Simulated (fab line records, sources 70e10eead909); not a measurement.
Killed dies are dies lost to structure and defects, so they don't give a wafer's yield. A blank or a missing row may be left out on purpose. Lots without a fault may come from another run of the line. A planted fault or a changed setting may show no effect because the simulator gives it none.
Which tool did it? | flow nand_harc | 24 lots, 72 wafers sampled, at 5 steps of a route of 1302

WHAT THE GAUGES READ, wafer by wafer
NHARC_A_CONTACT_CD_MEAS_08: target cd 200 nm. Usual: cd_nm 200.3 nm, standard deviation 0.6.
lot  | measured     | on        | cd_nm (nm)        | flag
L074 | day 22 04:44 | cd_sem-01 | 201.0 200.9 200.6 |
L076 | day 22 17:11 | cd_sem-02 | 201.0 199.5 199.7 |
L075 | day 22 19:49 | cd_sem-01 | 199.4 199.2 199.8 |
L078 | day 23 05:28 | cd_sem-02 | 199.3 199.9 199.6 |
L077 | day 23 12:38 | cd_sem-03 | 200.6 200.8 200.9 |
L079 | day 23 14:16 | cd_sem-02 | 200.0 200.2 200.5 |
L081 | day 24 03:09 | cd_sem-02 | 201.1 201.3 200.8 |
L080 | day 24 08:48 | cd_sem-01 | 200.3 200.9 200.8 |
L083 | day 25 07:25 | cd_sem-02 | 199.8 200.2 200.4 |
L082 | day 25 12:22 | cd_sem-01 | 200.9 200.3 201.5 |
L085 | day 26 05:56 | cd_sem-02 | 200.1 199.8 199.5 |
L084 | day 26 06:18 | cd_sem-03 | 200.2 199.7 199.9 |
L087 | day 27 12:10 | cd_sem-01 | 200.7 199.5 200.2 |
L086 | day 27 12:23 | cd_sem-01 | 200.6 200.1 200.0 |
L088 | day 28 06:14 | cd_sem-02 | 199.0 200.1 200.0 |
L091 | day 28 09:58 | cd_sem-02 | 200.4 200.1 199.9 |
L090 | day 28 11:41 | cd_sem-01 | 200.1 200.0 200.0 |
L089 | day 28 15:23 | cd_sem-01 | 199.6 199.6 199.7 |
L092 | day 29 08:44 | cd_sem-01 | 200.7 200.7 200.8 |
L093 | day 30 10:32 | cd_sem-02 | 200.8 200.5 200.7 |
L095 | day 30 10:53 | cd_sem-02 | 199.3 199.6 200.6 |
L094 | day 30 16:01 | cd_sem-03 | 199.0 199.8 200.3 |
L096 | day 31 04:47 | cd_sem-02 | 200.2 200.0 199.7 |
L097 | day 32 10:20 | cd_sem-01 | 200.9 200.3 200.5 |

WHICH TOOL RAN EACH LOT (tool, then ch and the chambers of the sampled wafers, then the start)
lot  | NHARC_A_CONTACT_ETCH_119             | NHARC_A_CONTACT_ETCH_121             | NHARC_A_CONTACT_ETCH_76                       | NHARC_A_CONTACT_ETCH_127
L074 | har_cap_etch-03 ch 0,1, day 21 10:41 | har_cap_etch-03 ch 0,1, day 21 11:02 | rie_diel-01 ch 0,1,2, day 21 23:20 or earlier | har_cap_etch-02 ch 0,1, day 21 23:20
L076 | har_cap_etch-03 ch 0,1, day 22 02:11 | har_cap_etch-03 ch 0,1, day 22 02:31 | rie_diel-08 ch 0,2, day 22 11:21 or earlier   | har_cap_etch-01 ch 0,1, day 22 11:21
L075 | har_cap_etch-02 ch 0,1, day 22 02:35 | har_cap_etch-02 ch 0,1, day 22 02:55 | rie_diel-05 ch 1,2, day 22 12:09 or earlier   | har_cap_etch-02 ch 0,1, day 22 12:09
L078 | har_cap_etch-03 ch 1, day 22 11:18   | har_cap_etch-03 ch 1, day 22 11:38   | rie_diel-01 ch 1,2, day 22 20:34 or earlier   | har_cap_etch-03 ch 0,1, day 22 20:34
L077 | har_cap_etch-03 ch 0,1, day 22 18:29 | har_cap_etch-03 ch 0,1, day 22 18:50 | rie_diel-05 ch 0,1, day 23 06:08 or earlier   | har_cap_etch-01 ch 0,1, day 23 06:08
L079 | har_cap_etch-01 ch 0,1, day 22 19:04 | har_cap_etch-01 ch 0,1, day 22 19:32 | rie_diel-05 ch 0,2, day 23 06:46 or earlier   | har_cap_etch-03 ch 0,1, day 23 06:46
L081 | har_cap_etch-01 ch 0,1, day 23 11:53 | har_cap_etch-01 ch 0,1, day 23 12:13 | rie_diel-01 ch 2,3, day 23 21:11 or earlier   | har_cap_etch-02 ch 0,1, day 23 21:11
L080 | har_cap_etch-03 ch 0,1, day 23 16:01 | har_cap_etch-03 ch 0,1, day 23 16:25 | rie_diel-05 ch 1,2,3, day 24 02:53 or earlier | har_cap_etch-01 ch 0,1, day 24 02:53
L083 | har_cap_etch-01 ch 0,1, day 24 16:25 | har_cap_etch-01 ch 0,1, day 24 16:46 | rie_diel-01 ch 0,2,3, day 25 01:56 or earlier | har_cap_etch-02 ch 0,1, day 25 01:56
L082 | har_cap_etch-03 ch 0,1, day 24 21:13 | har_cap_etch-03 ch 0,1, day 24 21:33 | rie_diel-01 ch 1,2, day 25 06:20 or earlier   | har_cap_etch-01 ch 0, day 25 06:20
L085 | har_cap_etch-02 ch 0,1, day 25 13:37 | har_cap_etch-02 ch 0,1, day 25 13:57 | rie_diel-05 ch 1,2, day 25 23:40 or earlier   | har_cap_etch-02 ch 0,1, day 25 23:40
L084 | har_cap_etch-01 ch 0,1, day 25 14:46 | har_cap_etch-01 ch 0,1, day 25 15:06 | rie_diel-08 ch 0,1,2, day 25 23:57 or earlier | har_cap_etch-01 ch 0,1, day 25 23:57
L087 | har_cap_etch-01 ch 0,1, day 26 13:49 | har_cap_etch-01 ch 0,1, day 26 14:09 | rie_diel-05 ch 0,1, day 27 05:11 or earlier   | har_cap_etch-03 ch 0,1, day 27 05:11
L086 | har_cap_etch-02 ch 0,1, day 26 15:58 | har_cap_etch-02 ch 0,1, day 26 16:19 | rie_diel-05 ch 0,3, day 27 06:49 or earlier   | har_cap_etch-01 ch 0,1, day 27 06:49
L088 | har_cap_etch-02 ch 0,1, day 27 12:11 | har_cap_etch-02 ch 0,1, day 27 12:31 | rie_diel-01 ch 1,2,3, day 27 23:51 or earlier | har_cap_etch-02 ch 0,1, day 27 23:51
L091 | har_cap_etch-02 ch 0,1, day 27 17:59 | har_cap_etch-02 ch 0,1, day 27 18:20 | rie_diel-05 ch 0,1,2, day 28 04:31 or earlier | har_cap_etch-01 ch 0,1, day 28 04:31
L090 | har_cap_etch-01 ch 0,1, day 27 20:03 | har_cap_etch-01 ch 0,1, day 27 20:23 | rie_diel-08 ch 1,2, day 28 05:36 or earlier   | har_cap_etch-03 ch 0,1, day 28 05:36
L089 | har_cap_etch-03 ch 0,1, day 27 20:37 | har_cap_etch-03 ch 0,1, day 27 20:56 | rie_diel-05 ch 0,2, day 28 07:37 or earlier   | har_cap_etch-02 ch 0, day 28 07:37
L092 | har_cap_etch-02 ch 0,1, day 28 17:44 | har_cap_etch-02 ch 0,1, day 28 18:11 | rie_diel-05 ch 1,2,3, day 29 03:08 or earlier | har_cap_etch-01 ch 0,1, day 29 03:08
L093 | har_cap_etch-02 ch 0,1, day 29 18:38 | har_cap_etch-02 ch 0,1, day 29 18:58 | rie_diel-05 ch 0,1,2, day 30 04:33 or earlier | har_cap_etch-02 ch 0,1, day 30 04:33
L095 | har_cap_etch-01 ch 0,1, day 29 18:52 | har_cap_etch-01 ch 0,1, day 29 19:13 | rie_diel-01 ch 0,1, day 30 05:21 or earlier   | har_cap_etch-01 ch 0,1, day 30 05:21
L094 | har_cap_etch-03 ch 1, day 29 21:49   | har_cap_etch-03 ch 1, day 29 22:10   | rie_diel-05 ch 0,1, day 30 10:30 or earlier   | har_cap_etch-03 ch 0,1, day 30 10:30
L096 | har_cap_etch-03 ch 0,1, day 30 13:52 | har_cap_etch-03 ch 0,1, day 30 14:13 | rie_diel-08 ch 0,1,2, day 30 23:15 or earlier | har_cap_etch-01 ch 0,1, day 30 23:15
L097 | har_cap_etch-02 ch 0,1, day 31 13:46 | har_cap_etch-02 ch 0,1, day 31 14:07 | rie_diel-05 ch 0,1,3, day 32 04:57 or earlier | har_cap_etch-02 ch 0,1, day 32 04:57
- NHARC_A_CONTACT_ETCH_119: etches the open film in C4F8/O2/Ar, time 190 s, target depth 1850 nm.
- NHARC_A_CONTACT_ETCH_121: etches the open film in C4F8/O2/Ar, time 190 s, target depth 1850 nm.
- NHARC_A_CONTACT_ETCH_76: etches the open film in N2/H2, target depth 260 nm, time 475.3 s.
- NHARC_A_CONTACT_ETCH_127: etches the open film in C4F8/O2/Ar, time 197 s, target depth 1918 nm.

WHAT THE TOOLS THEMSELVES READ (means of the sampled wafers that have a number; where no wafer has one, the mark that the record gives instead)
NHARC_A_CONTACT_ETCH_76. Usual: drypump_motor_current_A 5.68 A, standard deviation 0.23; oes_product_au 1.000 a.u., standard deviation 0.0097; rf_vpp_V 429.8 V, standard deviation 2.9; showerhead_plenum_p_Torr 2.02 Torr, standard deviation 0.1; throttle_valve_pct 14.171 %, standard deviation 0.0092.
lot  | tool        | drypump_motor_current_A (A) | oes_product_au (a.u.) | rf_vpp_V (V) | showerhead_plenum_p_Torr (Torr) | throttle_valve_pct (%) | flag
L074 | rie_diel-01 | 5.88                        | 1.003                 | 428.6        | 1.97                            | 14.170                 |
L076 | rie_diel-08 | 5.78                        | 0.994                 | 426.2        | 1.89                            | 14.173                 |
L075 | rie_diel-05 | 5.61                        | 0.999                 | 428.1        | 1.96                            | 14.176                 |
L078 | rie_diel-01 | 6.11                        | 1.000                 | 428.8        | 1.97                            | 14.158                 |
L077 | rie_diel-05 | 5.46                        | 0.986                 | 432.2        | 2.08                            | 14.175                 |
L079 | rie_diel-05 | 5.59                        | 1.008                 | 428.5        | 1.98                            | 14.176                 |
L081 | rie_diel-01 | 5.97                        | 0.991                 | 427.8        | 1.93                            | 14.176                 |
L080 | rie_diel-05 | 5.59                        | 0.995                 | 428.6        | 1.97                            | 14.170                 |
L083 | rie_diel-01 | 5.75                        | 0.996                 | 427.6        | 1.94                            | 14.167                 |
L082 | rie_diel-01 | 6.09                        | 1.004                 | 428.0        | 1.96                            | 14.168                 |
L085 | rie_diel-05 | 5.52                        | 1.009                 | 433.0        | 2.15                            | 14.176                 |
L084 | rie_diel-08 | 5.71                        | 0.998                 | 432.1        | 2.10                            | 14.167                 |
L087 | rie_diel-05 | 5.44                        | 1.006                 | 432.3        | 2.08                            | 14.170                 |
L086 | rie_diel-05 | 5.55                        | 1.001                 | 428.9        | 1.99                            | 14.174                 |
L088 | rie_diel-01 | 5.94                        | 0.994                 | 427.6        | 1.94                            | 14.169                 |
L091 | rie_diel-05 | 5.54                        | 1.004                 | 432.7        | 2.11                            | 14.182                 |
L090 | rie_diel-08 | 5.72                        | 0.998                 | 430.1        | 1.99                            | 14.174                 |
L089 | rie_diel-05 | 5.57                        | 1.004                 | 432.9        | 2.08                            | 14.171                 |
L092 | rie_diel-05 | 5.60                        | 1.001                 | 431.6        | 2.07                            | 14.167                 |
L093 | rie_diel-05 | 5.56                        | 1.007                 | 432.6        | 2.11                            | 14.179                 |
L095 | rie_diel-01 | 5.67                        | 1.001                 | 428.1        | 1.96                            | 14.176                 |
L094 | rie_diel-05 | 5.49                        | 1.006                 | 430.3        | 2.05                            | 14.167                 |
L096 | rie_diel-08 | 5.70                        | 0.998                 | 431.5        | 2.09                            | 14.173                 |
L097 | rie_diel-05 | 5.52                        | 1.001                 | 429.8        | 2.01                            | 14.170                 |

THE ANSWER, worked out from the rows above alone
Rule: a lot is off if the mean of its wafers that have a number lies more than 3 standard deviations from the usual mean. A lot without any number at a reading at which 4 lots or more have one is off too. The other lots that the step has rows for count as sound. The gauges are gone through in route order, then the tools' own readings, and for those a lot's mean is taken as printed above. The first step at which some lot is off is used, and at that step the reading that is off furthest; a lot without a number counts as furthest.
No lot is off at any reading shown: from this, nothing can be told.

WHAT THE SIMULATOR HAD PUT IN
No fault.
